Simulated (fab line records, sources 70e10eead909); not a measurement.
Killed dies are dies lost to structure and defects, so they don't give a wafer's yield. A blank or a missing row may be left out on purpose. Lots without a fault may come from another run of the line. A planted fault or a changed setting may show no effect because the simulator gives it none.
Chamber matching | flow nand_harc | NHARC_A_BLC_ETCH_16 on rie_diel-04: 4 sister chambers
The step etches the open film in CF4, target depth 39 nm, time 65 s. 8 wafers are shown with their chamber, then 7 later ones without.

WAFERS WITH THEIR CHAMBER
wafer  | chamber | drypump_motor_current_A (A) | rf_fwd_power_W (W)
L074.6 | 3       | 6.5                         | 299.5
L080.5 | 1       | 5.3                         | 298.8
L080.6 | 2       | 5.3                         | 297.3
L081.1 | 0       | 5.3                         | 297.6
L081.2 | 1       | 5.2                         | 299.3
L081.6 | 2       | 5.3                         | 295.9
L091.1 | 0       | 5.3                         | 296.7
L091.5 | 3       | 6.5                         | 299.4

WAFERS WITHOUT THEIR CHAMBER
wafer  | drypump_motor_current_A (A) | rf_fwd_power_W (W)
L091.6 | 5.4                         | 297.0
L088.2 | 6.5                         | 299.5
L088.4 | 5.3                         | 297.9
L088.5 | 5.2                         | 298.2
L092.1 | 6.5                         | 297.5
L092.4 | 5.2                         | 298.4
L092.6 | 5.3                         | 297.5

WHICH CHAMBER EACH WENT THROUGH
wafer  | from the rows above          | in truth
L091.6 | can't be placed: 0 or 2      | 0
L088.2 | 3                            | 3
L088.4 | can't be placed: 0 or 2 or 1 | 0
L088.5 | can't be placed: 1 or 0 or 2 | 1
L092.1 | 3                            | 3
L092.4 | can't be placed: 1 or 0      | 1
L092.6 | can't be placed: 0 or 2      | 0
Placed correctly: 2 of 7. Can't be placed from these rows: 5 (the true chamber is among the candidates in 5). Placed wrongly: 0.
How it was worked out, from the rows above alone: a wafer's distance from a chamber is the root of the sum, over the readings, of the square of ((its reading less the chamber's mean) divided by the reading's scatter). The wafer belongs to the nearest chamber; if the next one is less than 2 further off, it can't be placed. A chamber's mean is the mean of its shown wafers. The scatter: the root of (the sum of the squares of (reading less its chamber's mean) over the shown wafers, divided by (wafers less chambers)).
